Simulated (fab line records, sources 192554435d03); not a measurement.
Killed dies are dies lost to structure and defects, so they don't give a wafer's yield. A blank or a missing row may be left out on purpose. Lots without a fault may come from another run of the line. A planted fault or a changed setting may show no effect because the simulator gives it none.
fab line records | flow n5_finfet
record lots=24 wafers=72 last_day=18
route steps=1938 shown BEOL_M5@1177 BEOL_M6@1230
lots that met no fault: from a run of the same line without faults
start_h: hours from the record's first day to the start of the lot's first wafer shown | wait_h: hours since the lot's step before | " the same as in the row above | L1.1+2: a row that stands for several wafers | - no value, or no start given | * or withheld: withheld | < > ~ a bound
route shown NAME@n: a module of which the file shows steps, and the number in the route of the first | usual: mean/standard deviation of fault-free wafers | same: alike in all rows | chamber/n: place in a boat | sites: the reading at each site | _std_site: their standard deviation | _edge_site: outer sites' mean less inner sites' | radius_mm: how far each site lies from the wafer's centre | mask NAME#n: copy n | behind: the tool/chamber that last shaped the wafer | hold: why the lot was held/for how many hours/how that ended | device: the transistor (n, p or np) that didn't switch | end of line: the same wafers' tests at the end of the route | a step without rows: its recipe alone | killed: dies lost to structure and defects at the first sort, not the wafer's yield | map: a wafer's dies, x killed, . not, _ none there
set.NAME: the setting as run; set.NAME@STEP: as run at that earlier step | model.NAME: the simulator's own value behind a step, which no gauge read
steps of the route over a sample of lots; a table a step, a row a wafer
services: from which hour (start_h, from the record's first day; less than 0 if before it) a tool's chamber was out of use, for how many hours, and why
## steps
# step N5_BEOL_M5_SPUTTER_81
# recipe material=Cu target_thk_a=150 temp_c=-20 chamber_pressure_pa=0.07 power_w=withheld time_s=27.62
# usual throttle_valve_pct=30.0/1.1
# columns lot.wafer tool chamber start_h wait_h throttle_valve_pct
L074.3 pvd_sputter-02 - 170.47 0.5 30.0
L074.4 " - " " 29.3
L074.5 " - " " 29.1
L075.2 pvd_sputter-02 - 178.31 0.5 30.3
L075.5 " - " " 29.0
L075.6 " - " " 31.9
L076.1 pvd_sputter-01 - 194.94 0.5 29.9
L076.4 " - " " 30.4
L076.6 " - " " 30.1
L080.3 pvd_sputter-01 - 212.02 0.5 28.3
L080.4 " - " " 30.2
L080.5 " - " " 30.3
L077.3 pvd_sputter-03 - 213.49 0.5 30.8
L077.5 " - " " 28.9
L077.6 " - " " 29.4
L078.1 pvd_sputter-01 - 216.86 0.5 30.3
L078.2 " - " " 28.3
L078.5 " - " " 29.9
L079.3 pvd_sputter-02 - 218.04 0.5 30.1
L079.4 " - " " 32.1
L079.6 " - " " 30.7
L082.2 pvd_sputter-01 - 221.52 0.5 32.0
L082.3 " - " " 30.0
L082.6 " - " " 30.3
L083.2 pvd_sputter-03 - 223.54 0.5 31.1
L083.5 " - " " 29.2
L083.6 " - " " 29.3
L081.1 pvd_sputter-03 - 231.52 0.5 30.9
L081.5 " - " " 29.0
L081.6 " - " " 28.9
L084.1 pvd_sputter-03 - 246.51 0.5 29.0
L084.3 " - " " 28.7
L084.4 " - " " 31.2
L085.1 pvd_sputter-02 - 250.62 0.5 32.0
L085.4 " - " " 29.3
L085.6 " - " " 30.5
L086.1 pvd_sputter-02 - 259.17 0.5 29.8
L086.3 " - " " 30.4
L086.5 " - " " 30.3
L088.1 pvd_sputter-01 - 267.78 0.5 30.1
L088.3 " - " " 28.1
L088.4 " - " " 31.4
L087.1 pvd_sputter-03 - 270.09 0.5 28.7
L087.4 " - " " 29.2
L087.5 " - " " 28.5
L089.1 pvd_sputter-03 - 285.87 0.5 28.9
L089.4 " - " " 30.7
L089.5 " - " " 29.0
L091.2 pvd_sputter-02 - 286.86 0.5 32.4
L091.3 " - " " 30.1
L091.6 " - " " 29.1
L090.1 pvd_sputter-01 - 288.89 0.5 31.5
L090.2 " - " " 29.9
L090.5 " - " " 28.3
L092.2 pvd_sputter-03 - 291.24 0.5 31.4
L092.3 " - " " 28.5
L092.4 " - " " 29.1
L093.1 pvd_sputter-02 - 297.11 2.4 29.0
L093.3 " - " " 29.7
L093.6 " - " " 29.7
L094.2 pvd_sputter-02 - 306.57 0.5 30.4
L094.3 " - " " 29.4
L094.5 " - " " 29.3
L095.1 pvd_sputter-02 - 315.73 0.5 32.2
L095.3 " - " " 29.3
L095.4 " - " " 30.4
L096.1 pvd_sputter-03 - 323.71 0.5 29.0
L096.3 " - " " 28.7
L096.5 " - " " 28.7
L097.1 pvd_sputter-02 - 323.75 0.5 29.2
L097.3 " - " " 30.4
L097.5 " - " " 30.4
# step N5_BEOL_M5_SPUTTER_90
# recipe material=Cu target_thk_a=45 temp_c=-20 chamber_pressure_pa=0.07 power_w=withheld time_s=8.29
# usual throttle_valve_pct=29.9/1.1
# columns lot.wafer tool chamber start_h wait_h throttle_valve_pct
L074.3 pvd_sputter-02 - 173.73 0.5 29.8
L074.4 " - " " 29.3
L074.5 " - " " 29.0
L075.2 pvd_sputter-02 - 181.57 0.5 30.0
L075.5 " - " " 29.1
L075.6 " - " " 31.9
L076.1 pvd_sputter-01 - 198.20 0.5 30.0
L076.4 " - " " 30.4
L076.6 " - " " 30.0
L080.3 pvd_sputter-01 - 215.28 0.5 28.1
L080.4 " - " " 30.4
L080.5 " - " " 30.3
L077.3 pvd_sputter-03 - 216.75 0.5 31.0
L077.5 " - " " 29.0
L077.6 " - " " 29.4
L078.1 pvd_sputter-01 - 220.12 0.5 30.3
L078.2 " - " " 28.3
L078.5 " - " " 30.3
L079.3 pvd_sputter-02 - 221.30 0.5 30.0
L079.4 " - " " 32.2
L079.6 " - " " 30.4
L082.2 pvd_sputter-01 - 224.78 0.5 31.5
L082.3 " - " " 30.3
L082.6 " - " " 30.4
L083.2 pvd_sputter-03 - 226.80 0.5 31.0
L083.5 " - " " 29.3
L083.6 " - " " 28.9
L081.1 pvd_sputter-03 - 234.78 0.5 30.9
L081.5 " - " " 29.2
L081.6 " - " " 29.0
L084.1 pvd_sputter-03 - 249.77 0.5 29.2
L084.3 " - " " 28.7
L084.4 " - " " 30.8
L085.1 pvd_sputter-02 - 253.88 0.5 32.2
L085.4 " - " " 28.7
L085.6 " - " " 30.3
L086.1 pvd_sputter-02 - 262.43 0.5 30.0
L086.3 " - " " 30.0
L086.5 " - " " 30.3
L088.1 pvd_sputter-01 - 271.04 0.5 30.0
L088.3 " - " " 28.3
L088.4 " - " " 31.6
L087.1 pvd_sputter-03 - 273.35 0.5 29.1
L087.4 " - " " 29.2
L087.5 " - " " 28.6
L089.1 pvd_sputter-03 - 289.13 0.5 29.0
L089.4 " - " " 30.9
L089.5 " - " " 28.9
L091.2 pvd_sputter-02 - 290.12 0.5 32.5
L091.3 " - " " 30.3
L091.6 " - " " 29.2
L090.1 pvd_sputter-01 - 292.15 0.5 31.4
L090.2 " - " " 30.3
L090.5 " - " " 28.2
L092.2 pvd_sputter-03 - 294.50 0.5 30.9
L092.3 " - " " 28.7
L092.4 " - " " 28.7
L093.1 pvd_sputter-02 - 300.37 0.5 29.3
L093.3 " - " " 29.9
L093.6 " - " " 30.1
L094.2 pvd_sputter-02 - 309.83 0.5 30.4
L094.3 " - " " 29.2
L094.5 " - " " 29.2
L095.1 pvd_sputter-02 - 318.99 0.5 32.3
L095.3 " - " " 29.3
L095.4 " - " " 30.4
L096.1 pvd_sputter-03 - 326.97 0.5 28.9
L096.3 " - " " 28.5
L096.5 " - " " 29.2
L097.1 pvd_sputter-02 - 327.01 0.5 29.4
L097.3 " - " " 30.5
L097.5 " - " " 30.3
# step N5_BEOL_M6_DESCUM_33
# recipe chemistry=O2 time_s=7 source_power_w=50 bias_power_w=20 pressure_mtorr=20 rf_frequency_hz=2.712e+07 temp_c=40 resist=CAR-EUV o2_flow_sccm=225
# usual drypump_motor_current_A=5.8/0.49 oes_product_au=0.81/0.096 rf_vpp_V=243.5/1.5 showerhead_plenum_p_Torr=2.12/0.073 throttle_valve_pct=20.35/0.17
# columns lot.wafer tool chamber start_h wait_h drypump_motor_current_A oes_product_au rf_hours_counter_h rf_vpp_V showerhead_plenum_p_Torr throttle_valve_pct
L074.3 rie_diel-02 1 180.85 0.0 6.2 0.73 214 244.3 2.15 20.29
L074.4 " 0 " " 5.3 0.73 202 241.5 2.01 20.43
L074.5 " 0 " " 5.3 0.72 - 242.6 2.01 20.43
L075.2 rie_diel-03 3 188.21 0.0 5.7 0.96 5 246.3 2.23 20.27
L075.5 " 2 " " 5.4 0.79 - 244.1 2.10 20.20
L075.6 " 1 " " 5.3 0.82 - 244.0 2.12 20.21
L076.1 rie_diel-02 3 203.87 0.0 5.6 0.73 181 242.6 2.08 20.39
L076.4 " 2 " " 5.2 0.70 237 244.9 2.16 20.83
L076.6 " 3 " " 5.6 0.73 - 243.8 2.08 20.41
L080.3 rie_diel-03 3 225.24 0.1 5.7 0.94 13 245.7 2.23 20.27
L080.4 " 0 " " 5.6 0.71 208 241.5 2.06 20.26
L080.5 " 1 " " 5.3 0.82 - 242.0 2.12 20.23
L077.3 rie_diel-02 2 225.63 0.3 5.2 0.69 245 243.5 2.16 20.84
L077.5 " 0 " " 5.3 0.70 - 241.9 2.00 20.44
L077.6 " 1 " " 6.2 0.70 - 244.8 2.14 20.32
L078.1 rie_diel-04 2 225.67 0.1 5.6 0.69 246 239.1 1.96 20.59
L078.2 " 0 " " 6.7 0.90 16 246.7 2.23 20.45
L078.5 " 1 " " 6.3 0.95 - 242.3 2.06 20.14
L079.3 rie_diel-04 0 228.71 0.0 6.7 0.91 17 244.3 2.23 20.44
L079.4 " 3 " " 6.4 0.87 55 243.8 2.13 20.50
L079.6 " 1 " " 6.3 0.96 - 242.1 2.06 20.13
L082.2 rie_diel-02 1 228.88 0.0 6.2 0.71 231 244.2 2.14 20.31
L082.3 " 0 " " 5.3 0.71 219 239.6 2.00 20.42
L082.6 " 1 " " 6.2 0.70 - 243.3 2.14 20.31
L083.2 rie_diel-03 2 234.52 0.2 5.4 0.77 120 242.3 2.10 20.22
L083.5 " 3 " " 5.7 0.93 - 246.1 2.23 20.30
L083.6 " 0 " " 5.6 0.72 - 242.1 2.06 20.26
L081.1 rie_diel-02 0 239.74 0.0 5.3 0.70 223 241.2 2.00 20.45
L081.5 " 2 " " 5.2 0.69 - 246.5 2.16 20.85
L081.6 " 1 " " 6.2 0.70 - 243.6 2.14 20.32
L084.1 rie_diel-03 0 254.30 0.2 5.6 0.71 218 243.2 2.06 20.27
L084.3 " 1 " " 5.3 0.81 99 241.2 2.11 20.26
L084.4 " 3 " " 5.7 0.91 23 243.7 2.23 20.29
L085.1 rie_diel-04 1 260.74 0.3 6.3 0.92 23 242.8 2.06 20.17
L085.4 " 3 " " 6.4 0.85 69 243.1 2.12 20.52
L085.6 " 0 " " 6.7 0.88 - 245.1 2.23 20.48
L086.1 rie_diel-04 3 270.32 0.2 6.4 0.84 72 244.7 2.12 20.53
L086.3 " 0 " " 6.7 0.88 33 243.9 2.23 20.52
L086.5 " 1 " " 6.3 0.92 - 242.4 2.05 20.18
L088.1 rie_diel-03 1 275.66 0.0 5.3 0.80 107 242.9 2.11 20.25
L088.3 " 3 " " 5.7 0.90 31 245.8 2.22 20.31
L088.4 " 2 " " 5.5 0.76 135 242.6 2.09 20.25
L087.1 rie_diel-04 1 279.68 0.3 6.3 0.92 29 241.1 2.05 20.17
L087.4 " 0 " " 6.7 0.88 37 244.8 2.23 20.49
L087.5 " 0 " " 6.7 0.86 - 245.9 2.23 20.48
L089.1 rie_diel-02 3 293.80 0.0 5.6 0.70 220 242.5 2.07 20.47
L089.4 " 2 " " 5.2 0.96 10 243.3 2.15 20.52
L089.5 " 0 " " 5.3 0.69 - 241.0 1.99 20.49
L090.1 rie_diel-03 0 298.67 0.6 5.6 0.71 229 242.9 2.05 20.30
L090.2 " 1 " " 5.3 0.81 113 244.0 2.11 20.26
L090.5 " 1 " " 5.3 0.80 - 241.4 2.11 20.27
L091.2 rie_diel-04 0 298.75 0.7 6.7 0.86 43 245.8 2.22 20.49
L091.3 " 1 " " 6.3 0.90 36 243.1 2.05 20.19
L091.6 " 3 " " 6.4 0.83 - 243.1 2.12 20.54
L092.2 rie_diel-02 3 300.48 0.0 5.6 0.70 222 242.4 2.07 20.48
L092.3 " 2 " " 5.2 0.95 12 243.3 2.15 20.53
L092.4 " 3 " " 5.6 0.70 - 243.5 2.07 20.46
L093.1 rie_diel-04 1 305.03 0.0 6.3 0.90 37 240.7 2.05 20.18
L093.3 " 2 " " 5.6 0.93 18 244.7 2.22 20.18
L093.6 " 1 " " 6.3 0.90 - 243.5 2.05 20.18
L094.2 rie_diel-03 1 318.17 0.3 5.3 0.79 120 245.3 2.11 20.28
L094.3 " 0 " " 5.6 0.69 236 243.1 2.05 20.30
L094.5 " 1 " " 5.3 0.79 - 243.5 2.11 20.30
L095.1 rie_diel-04 2 323.69 0.1 5.6 0.91 25 244.9 2.22 20.18
L095.3 " 3 " " 6.4 0.83 91 243.6 2.12 20.55
L095.4 " 1 " " 6.3 0.88 44 241.0 2.05 20.19
L096.1 rie_diel-02 2 331.55 0.1 5.2 0.93 26 243.3 2.15 20.55
L096.3 " 1 " " 6.2 0.92 18 243.7 2.13 20.00
L096.5 " 3 " " 5.6 0.69 - 244.5 2.06 20.52
L097.1 rie_diel-03 3 332.46 0.0 5.7 0.87 50 243.9 2.22 20.32
L097.3 " 1 " " 5.3 0.78 125 243.8 2.10 20.28
L097.5 " 0 " " 5.6 0.70 - 243.1 2.05 20.30
# step N5_BEOL_M6_ETCH_66
# recipe chemistry=N2/H2 target=SOC target_depth_a=800 overetch_a=160 mask_material=SiARC temp_c=40 time_s=120 ion_energy_ev=200 pressure_mtorr=30 source_w=840 bias_w=150 n2_flow_sccm=200 h2_flow_sccm=200
# usual drypump_motor_current_A=5.8/0.49 oes_product_au=0.62/0.071 rf_vpp_V=524.6/2.6 showerhead_plenum_p_Torr=2.58/0.095 throttle_valve_pct=17.73/0.24
# columns lot.wafer tool chamber start_h wait_h drypump_motor_current_A oes_product_au rf_hours_counter_h rf_vpp_V showerhead_plenum_p_Torr throttle_valve_pct
L074.3 rie_diel-02 1 180.92 0.0 6.2 0.55 214 525.9 2.63 17.89
L074.4 " 0 " " 5.3 0.55 202 518.9 2.40 17.55
L074.5 " 0 " " 5.3 0.55 - 520.2 2.40 17.55
L075.2 rie_diel-03 3 188.29 0.0 5.7 0.73 5 529.0 2.70 17.56
L075.5 " 2 " " 5.4 0.61 - 523.9 2.54 17.51
L075.6 " 1 " " 5.3 0.63 - 523.9 2.58 17.52
L076.1 rie_diel-02 3 203.95 0.0 5.6 0.56 181 524.7 2.53 17.81
L076.4 " 2 " " 5.3 0.54 237 525.6 2.64 18.36
L076.6 " 3 " " 5.6 0.55 - 523.1 2.53 17.84
L080.3 rie_diel-03 3 225.32 0.0 5.7 0.72 13 529.9 2.70 17.57
L080.4 " 0 " " 5.6 0.55 208 524.3 2.53 17.96
L080.5 " 1 " " 5.3 0.63 - 525.7 2.58 17.57
L077.3 rie_diel-02 2 225.71 0.0 5.2 0.54 245 524.1 2.63 18.40
L077.5 " 0 " " 5.3 0.55 - 518.9 2.39 17.59
L077.6 " 1 " " 6.2 0.54 - 524.0 2.62 17.91
L078.1 rie_diel-04 2 225.75 0.0 5.6 0.54 246 519.8 2.40 18.00
L078.2 " 0 " " 6.7 0.68 16 528.3 2.72 17.82
L078.5 " 1 " " 6.3 0.73 - 522.1 2.49 17.35
L079.3 rie_diel-04 0 228.79 0.0 6.7 0.68 17 527.2 2.72 17.83
L079.4 " 3 " " 6.4 0.66 55 523.3 2.58 17.81
L079.6 " 1 " " 6.3 0.73 - 522.3 2.49 17.38
L082.2 rie_diel-02 1 228.96 0.0 6.3 0.54 231 525.5 2.62 17.91
L082.3 " 0 " " 5.3 0.54 219 520.8 2.39 17.57
L082.6 " 1 " " 6.2 0.54 - 526.2 2.62 17.91
L083.2 rie_diel-03 2 234.60 0.0 5.4 0.59 120 524.9 2.54 17.56
L083.5 " 3 " " 5.7 0.71 - 529.5 2.70 17.59
L083.6 " 0 " " 5.6 0.55 - 523.4 2.53 17.96
L081.1 rie_diel-02 0 239.82 0.0 5.3 0.54 223 520.5 2.39 17.59
L081.5 " 2 " " 5.3 0.53 - 525.3 2.63 18.40
L081.6 " 1 " " 6.2 0.54 - 524.5 2.62 17.91
L084.1 rie_diel-03 0 254.38 0.0 5.6 0.54 218 523.1 2.53 17.95
L084.3 " 1 " " 5.3 0.62 99 524.9 2.57 17.56
L084.4 " 3 " " 5.7 0.69 23 528.7 2.69 17.57
L085.1 rie_diel-04 1 260.82 0.0 6.3 0.69 23 522.2 2.49 17.39
L085.4 " 3 " " 6.4 0.64 69 524.5 2.57 17.81
L085.6 " 0 " " 6.7 0.66 - 528.1 2.72 17.86
L086.1 rie_diel-04 3 270.40 0.0 6.4 0.64 72 523.6 2.57 17.84
L086.3 " 0 " " 6.7 0.66 33 528.2 2.72 17.85
L086.5 " 1 " " 6.3 0.70 - 522.3 2.49 17.41
L088.1 rie_diel-03 1 275.74 0.0 5.3 0.61 107 524.6 2.57 17.58
L088.3 " 3 " " 5.7 0.69 31 527.6 2.69 17.62
L088.4 " 2 " " 5.4 0.59 135 525.0 2.53 17.58
L087.1 rie_diel-04 1 279.76 0.0 6.3 0.69 29 521.3 2.48 17.40
L087.4 " 0 " " 6.8 0.66 37 528.2 2.72 17.87
L087.5 " 0 " " 6.7 0.65 - 527.7 2.72 17.85
L089.1 rie_diel-02 3 293.88 0.0 5.7 0.53 220 523.9 2.51 17.90
L089.4 " 2 " " 5.2 0.73 10 526.7 2.63 17.99
L089.5 " 0 " " 5.3 0.52 - 519.1 2.38 17.62
L090.1 rie_diel-03 0 298.75 0.0 5.6 0.54 229 523.3 2.52 17.98
L090.2 " 1 " " 5.3 0.61 113 524.5 2.56 17.57
L090.5 " 1 " " 5.3 0.61 - 526.0 2.56 17.60
L091.2 rie_diel-04 0 298.83 0.0 6.7 0.65 43 527.8 2.71 17.88
L091.3 " 1 " " 6.3 0.68 36 522.7 2.48 17.42
L091.6 " 3 " " 6.4 0.63 - 524.5 2.57 17.84
L092.2 rie_diel-02 3 300.56 0.0 5.6 0.54 222 523.9 2.51 17.89
L092.3 " 2 " " 5.3 0.73 12 524.9 2.62 17.98
L092.4 " 3 " " 5.6 0.54 - 523.6 2.51 17.91
L093.1 rie_diel-04 1 305.11 0.0 6.3 0.68 37 521.6 2.48 17.41
L093.3 " 2 " " 5.6 0.70 18 528.0 2.71 17.58
L093.6 " 1 " " 6.3 0.68 - 523.6 2.48 17.42
L094.2 rie_diel-03 1 318.25 0.0 5.3 0.60 120 524.8 2.56 17.61
L094.3 " 0 " " 5.6 0.53 236 522.7 2.52 18.00
L094.5 " 1 " " 5.3 0.61 - 524.0 2.56 17.62
L095.1 rie_diel-04 2 323.77 0.0 5.6 0.69 25 529.0 2.71 17.58
L095.3 " 3 " " 6.4 0.62 91 524.0 2.56 17.86
L095.4 " 1 " " 6.3 0.66 44 522.2 2.48 17.42
L096.1 rie_diel-02 2 331.63 0.0 5.2 0.70 26 524.7 2.62 18.01
L096.3 " 1 " " 6.2 0.70 18 525.1 2.60 17.52
L096.5 " 3 " " 5.6 0.52 - 523.4 2.50 17.91
L097.1 rie_diel-03 3 332.54 0.0 5.7 0.67 50 527.4 2.68 17.65
L097.3 " 1 " " 5.3 0.60 125 522.9 2.56 17.60
L097.5 " 0 " " 5.6 0.53 - 522.5 2.52 18.00
# step N5_BEOL_M6_STRIP_80
# recipe chemistry=N2/H2 time_s=10 power_w=450 temp_c=40 pressure_mtorr=20 rf_frequency_hz=6e+07 bias_power_w=7 n2_flow_sccm=200 h2_flow_sccm=200
# usual drypump_motor_current_A=5.8/0.49 oes_product_au=0.81/0.095 rf_vpp_V=59.3/0.83 showerhead_plenum_p_Torr=2.57/0.095 throttle_valve_pct=23.6/0.3
# columns lot.wafer tool chamber start_h wait_h drypump_motor_current_A oes_product_au rf_hours_counter_h rf_vpp_V showerhead_plenum_p_Torr throttle_valve_pct
L074.3 rie_diel-02 1 - - 6.2 0.72 214 60.6 2.62 23.7
L074.4 " 0 " " 5.3 0.72 202 59.0 2.40 23.3
L074.5 " 0 " " 5.3 0.72 - 59.5 2.39 23.3
L075.2 rie_diel-03 3 - - 5.7 0.96 5 60.9 2.70 23.3
L075.5 " 2 " " 5.4 0.79 - 58.8 2.54 23.3
L075.6 " 1 " " 5.3 0.84 - 59.2 2.58 23.3
L076.1 rie_diel-02 3 - - 5.6 0.73 182 58.4 2.52 23.7
L076.4 " 2 " " 5.3 0.70 237 58.6 2.63 24.3
L076.6 " 3 " " 5.6 0.73 - 59.3 2.52 23.7
L080.3 rie_diel-03 3 - - 5.7 0.94 13 60.5 2.69 23.4
L080.4 " 0 " " 5.6 0.71 208 59.4 2.53 24.0
L080.5 " 1 " " 5.3 0.82 - 59.9 2.57 23.3
L077.3 rie_diel-02 2 - - 5.2 0.69 245 59.2 2.63 24.3
L077.5 " 0 " " 5.3 0.71 - 59.5 2.39 23.3
L077.6 " 1 " " 6.3 0.71 - 58.5 2.62 23.7
L078.1 rie_diel-04 2 - - 5.6 0.69 246 59.6 2.40 23.7
L078.2 " 0 " " 6.7 0.91 17 59.7 2.72 23.7
L078.5 " 1 " " 6.3 0.96 - 60.0 2.49 23.2
L079.3 rie_diel-04 0 - - 6.7 0.90 18 59.3 2.72 23.7
L079.4 " 3 " " 6.4 0.86 55 58.8 2.58 23.6
L079.6 " 1 " " 6.3 0.96 - 58.7 2.49 23.1
L082.2 rie_diel-02 1 - - 6.3 0.70 231 60.8 2.62 23.7
L082.3 " 0 " " 5.3 0.71 220 59.9 2.39 23.3
L082.6 " 1 " " 6.2 0.71 - 58.5 2.62 23.7
L083.2 rie_diel-03 2 - - 5.4 0.78 120 58.0 2.53 23.3
L083.5 " 3 " " 5.7 0.93 - 59.6 2.69 23.4
L083.6 " 0 " " 5.6 0.71 - 57.9 2.53 24.0
L081.1 rie_diel-02 0 - - 5.3 0.70 223 58.9 2.39 23.3
L081.5 " 2 " " 5.2 0.68 - 60.2 2.63 24.3
L081.6 " 1 " " 6.2 0.70 - 57.8 2.62 23.7
L084.1 rie_diel-03 0 - - 5.6 0.71 218 59.4 2.52 24.0
L084.3 " 1 " " 5.3 0.81 99 58.3 2.57 23.4
L084.4 " 3 " " 5.7 0.90 23 60.7 2.69 23.4
L085.1 rie_diel-04 1 - - 6.3 0.91 23 59.7 2.48 23.2
L085.4 " 3 " " 6.4 0.84 69 59.7 2.57 23.6
L085.6 " 0 " " 6.7 0.88 - 59.9 2.71 23.7
L086.1 rie_diel-04 3 - - 6.4 0.84 72 59.0 2.57 23.6
L086.3 " 0 " " 6.7 0.88 33 58.9 2.71 23.7
L086.5 " 1 " " 6.3 0.91 - 60.9 2.48 23.2
L088.1 rie_diel-03 1 - - 5.3 0.80 107 60.0 2.56 23.4
L088.3 " 3 " " 5.7 0.90 31 60.1 2.68 23.4
L088.4 " 2 " " 5.5 0.76 135 59.2 2.53 23.3
L087.1 rie_diel-04 1 - - 6.3 0.91 29 58.2 2.48 23.2
L087.4 " 0 " " 6.7 0.87 37 60.1 2.71 23.7
L087.5 " 0 " " 6.7 0.87 - 59.9 2.71 23.7
L089.1 rie_diel-02 3 - - 5.6 0.70 220 58.6 2.51 23.7
L089.4 " 2 " " 5.2 0.98 10 58.9 2.62 24.1
L089.5 " 0 " " 5.3 0.69 - 58.5 2.38 23.3
L090.1 rie_diel-03 0 - - 5.7 0.71 229 59.3 2.52 24.0
L090.2 " 1 " " 5.3 0.80 113 59.9 2.56 23.4
L090.5 " 1 " " 5.3 0.80 - 59.0 2.56 23.4
L091.2 rie_diel-04 0 - - 6.7 0.86 44 59.0 2.71 23.7
L091.3 " 1 " " 6.3 0.90 36 59.1 2.48 23.2
L091.6 " 3 " " 6.4 0.83 - 58.4 2.56 23.7
L092.2 rie_diel-02 3 - - 5.6 0.70 222 58.3 2.51 23.7
L092.3 " 2 " " 5.2 0.96 13 59.8 2.62 24.0
L092.4 " 3 " " 5.7 0.70 - 59.7 2.50 23.7
L093.1 rie_diel-04 1 - - 6.3 0.88 37 58.7 2.48 23.2
L093.3 " 2 " " 5.6 0.92 18 59.2 2.71 23.3
L093.6 " 1 " " 6.3 0.89 - 58.7 2.48 23.2
L094.2 rie_diel-03 1 - - 5.3 0.79 120 58.1 2.56 23.4
L094.3 " 0 " " 5.6 0.70 236 59.4 2.52 24.0
L094.5 " 1 " " 5.3 0.80 - 58.9 2.56 23.4
L095.1 rie_diel-04 2 - - 5.6 0.91 25 59.6 2.71 23.3
L095.3 " 3 " " 6.4 0.82 91 59.1 2.56 23.6
L095.4 " 1 " " 6.3 0.88 44 59.1 2.47 23.2
L096.1 rie_diel-02 2 - - 5.2 0.92 26 60.4 2.61 24.1
L096.3 " 1 " " 6.2 0.92 18 58.7 2.60 23.4
L096.5 " 3 " " 5.6 0.69 - 59.8 2.50 23.7
L097.1 rie_diel-03 3 - - 5.7 0.87 50 61.2 2.68 23.4
L097.3 " 1 " " 5.3 0.79 125 59.9 2.56 23.4
L097.5 " 0 " " 5.6 0.70 - 58.5 2.51 24.1
# step N5_BEOL_M6_CURE_75
# recipe temp_c=370 time_s=120 ambient=DMADMS/He material=SiCOH_lowk
# usual lamp_power_pct=52.32/0.05 wafer_temp_C_max=371.7/0.76
# columns lot.wafer tool chamber start_h wait_h lamp_power_pct wafer_temp_C_max
L074.3 uv_cure-01 0 181.57 0.1 52.37 373.8
L074.4 " 0 " " 52.31 372.4
L074.5 " 0 " " 52.41 373.2
L075.2 uv_cure-01 2 188.94 0.1 52.28 370.8
L075.5 " 2 " " 52.23 370.6
L075.6 " 2 " " 52.37 370.9
L076.1 uv_cure-01 2 204.49 0.0 52.33 371.5
L076.4 " 2 " " 52.33 371.2
L076.6 " 2 " " 52.23 370.8
L080.3 uv_cure-01 0 225.97 0.1 52.33 372.6
L080.4 " 0 " " 52.27 371.6
L080.5 " 0 " " 52.32 372.5
L078.1 uv_cure-03 2 226.47 0.2 52.30 370.5
L078.2 " 2 " " 52.36 371.3
L078.5 " 2 " " 52.29 371.4
L077.3 uv_cure-02 1 226.56 0.3 52.26 372.5
L077.5 " 1 " " 52.39 372.0
L077.6 " 1 " " 52.36 373.5
L079.3 uv_cure-02 0 229.54 0.2 52.23 371.7
L079.4 " 0 " " 52.23 371.9
L079.6 " 0 " " 52.25 371.3
L082.2 uv_cure-01 2 229.68 0.2 52.37 371.2
L082.3 " 2 " " 52.27 371.2
L082.6 " 2 " " 52.36 370.6
L083.2 uv_cure-02 1 235.20 0.1 52.40 372.6
L083.5 " 1 " " 52.31 372.0
L083.6 " 1 " " 52.25 372.7
L081.1 uv_cure-02 0 240.55 0.2 52.30 371.2
L081.5 " 0 " " 52.25 370.9
L081.6 " 0 " " 52.30 371.8
L084.1 uv_cure-01 2 254.92 0.0 52.37 371.3
L084.3 " 2 " " 52.30 371.0
L084.4 " 2 " " 52.31 371.1
L085.1 uv_cure-01 1 261.36 0.0 52.33 373.3
L085.4 " 1 " " 52.33 373.9
L085.6 " 1 " " 52.25 372.9
L086.1 uv_cure-03 0 270.94 0.0 52.33 371.3
L086.3 " 0 " " 52.37 371.5
L086.5 " 0 " " 52.31 371.3
L088.1 uv_cure-03 0 276.28 0.0 52.32 371.4
L088.3 " 0 " " 52.31 371.0
L088.4 " 0 " " 52.35 371.2
L087.1 uv_cure-02 0 280.42 0.0 52.32 371.7
L087.4 " 0 " " 52.36 371.1
L087.5 " 0 " " 52.25 371.4
L089.1 uv_cure-02 1 294.43 0.0 52.30 372.6
L089.4 " 1 " " 52.29 371.7
L089.5 " 1 " " 52.27 371.9
L090.1 uv_cure-03 0 299.29 0.0 52.28 371.3
L090.2 " 0 " " 52.34 371.3
L090.5 " 0 " " 52.26 371.0
L091.2 uv_cure-02 0 299.48 0.1 52.38 371.4
L091.3 " 0 " " 52.31 371.0
L091.6 " 0 " " 52.37 371.4
L092.2 uv_cure-02 0 301.15 0.1 52.37 371.5
L092.3 " 0 " " 52.26 371.6
L092.4 " 0 " " 52.32 370.9
L093.1 uv_cure-03 2 305.69 0.1 52.36 371.6
L093.3 " 2 " " 52.26 371.1
L093.6 " 2 " " 52.29 371.3
L094.2 uv_cure-03 1 318.84 0.1 52.36 371.6
L094.3 " 1 " " 52.29 370.9
L094.5 " 1 " " 52.34 371.4
L095.1 uv_cure-03 1 324.31 0.0 52.36 371.3
L095.3 " 1 " " 52.21 371.6
L095.4 " 1 " " 52.40 371.2
L096.1 uv_cure-01 1 332.17 0.0 52.46 373.4
L096.3 " 1 " " 52.33 373.2
L096.5 " 1 " " 52.36 372.9
L097.1 uv_cure-01 2 333.09 0.0 52.34 371.0
L097.3 " 2 " " 52.33 370.8
L097.5 " 2 " " 52.33 370.7
## services
# columns tool chamber start_h hours kind
rie_diel-03 3 158.12 - clean
rie_diel-03 3 158.12 - consumable_replace:focus_ring
rie_diel-03 3 158.12 - consumable_replace:showerhead
rie_diel-03 3 158.12 16.4 scheduled_down
rie_diel-03 3 158.12 16.4 vent_cycle
rie_diel-02 - 163.03 3.2 repair
rie_diel-04 0 165.28 - clean
rie_diel-04 0 165.28 - consumable_replace:focus_ring
rie_diel-04 0 165.28 - consumable_replace:showerhead
rie_diel-04 0 165.28 18.7 scheduled_down
rie_diel-04 0 165.28 18.7 vent_cycle
rie_diel-04 1 184.08 - clean
rie_diel-03 3 189.80 9.6 repair
uv_cure-02 - 196.64 0.5 repair
uv_cure-03 - 202.40 16.7 repair
rie_diel-03 - 219.02 2.8 pm
pvd_sputter-01 - 231.67 2.2 repair
pvd_sputter-01 - 236.50 2.7 repair
rie_diel-03 0 259.75 6.6 repair
rie_diel-02 0 261.10 2.4 repair
uv_cure-02 - 276.46 0.4 repair
uv_cure-03 - 294.22 0.6 repair
rie_diel-03 0 310.73 1.4 repair
rie_diel-03 2 316.71 5.3 repair
## key
fault none
